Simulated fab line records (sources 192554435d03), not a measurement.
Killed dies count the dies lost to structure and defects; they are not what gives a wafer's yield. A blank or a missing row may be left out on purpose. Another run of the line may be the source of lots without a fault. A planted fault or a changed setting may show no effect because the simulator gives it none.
Chamber matching ; flow n5 finfet ; N5_STI_FIN_REVEAL_ALD_14 on ald sin-03: 4 sister chambers
The step deposits Si3N4, target thk 3 nm. 18 wafers are shown with their chamber, then 9 later ones without.

== WAFERS PAIRED WITH THEIR CHAMBERS ==
wafer;chamber;heater power w (W);heater power outer w (W);chamber pressure Torr (Torr)
L078.1;2;870;593;1.996
L078.2;0;923;635;2.006
L078.5;2;851;595;2.003
L079.1;3;1012;614;2.003
L079.3;0;917;643;1.997
L079.5;2;883;592;2.006
L080.4;0;901;631;1.996
L080.5;1;947;559;2.001
L080.6;0;920;646;2.005
L085.3;0;887;638;2.001
L085.5;1;933;553;2.001
L085.6;0;903;642;1.996
L086.2;3;1004;639;2.010
L086.3;1;936;577;2.007
L086.6;2;889;601;2.006
L088.1;2;887;591;1.999
L088.5;1;921;571;1.996
L088.6;2;866;572;1.999

SIGNATURES, as means of the wafers listed above
reading;chamber 0;chamber 1;chamber 2;chamber 3;scatter within a chamber
heater power w;908.50;934.25;874.33;1008.00;13.2
heater power outer w;639.17;565.00;590.67;626.50;9.67
chamber pressure Torr;2.00017;2.00125;2.00150;2.00650;0.00442
Rule: distance of a wafer from a chamber = root of the sum over the readings of ((wafer's reading minus chamber's mean) / reading's scatter) squared. If the next closest chamber is less than 2 further off than the closest, the wafer can't be placed; otherwise it belongs to the closest. The scatter is the square root of a quotient: the sum, over the shown wafers, of each reading's squared deviation from its chamber's mean, divided by wafers minus chambers.

== WAFERS MISSING THEIR CHAMBER ==
wafer;heater power w (W);heater power outer w (W);chamber pressure Torr (Torr)
L091.1;1024;651;2.002
L091.4;916;643;1.998
L091.5;921;655;2.003
L095.3;1026;626;2.002
L095.5;922;646;1.995
L095.6;967;573;1.996
L097.2;1013;643;2.001
L097.4;1015;649;1.992
L097.5;894;589;1.994

== THE CHAMBER EACH PASSED THROUGH ==
wafer;from the rows above;in truth
L091.1;3;3
L091.4;0;0
L091.5;0;0
L095.3;3;3
L095.5;0;0
L095.6;1;1
L097.2;3;3
L097.4;3;3
L097.5;2;2
Placed correctly: 9 of 9. Not placeable from these rows: 0. 0 placed wrongly.
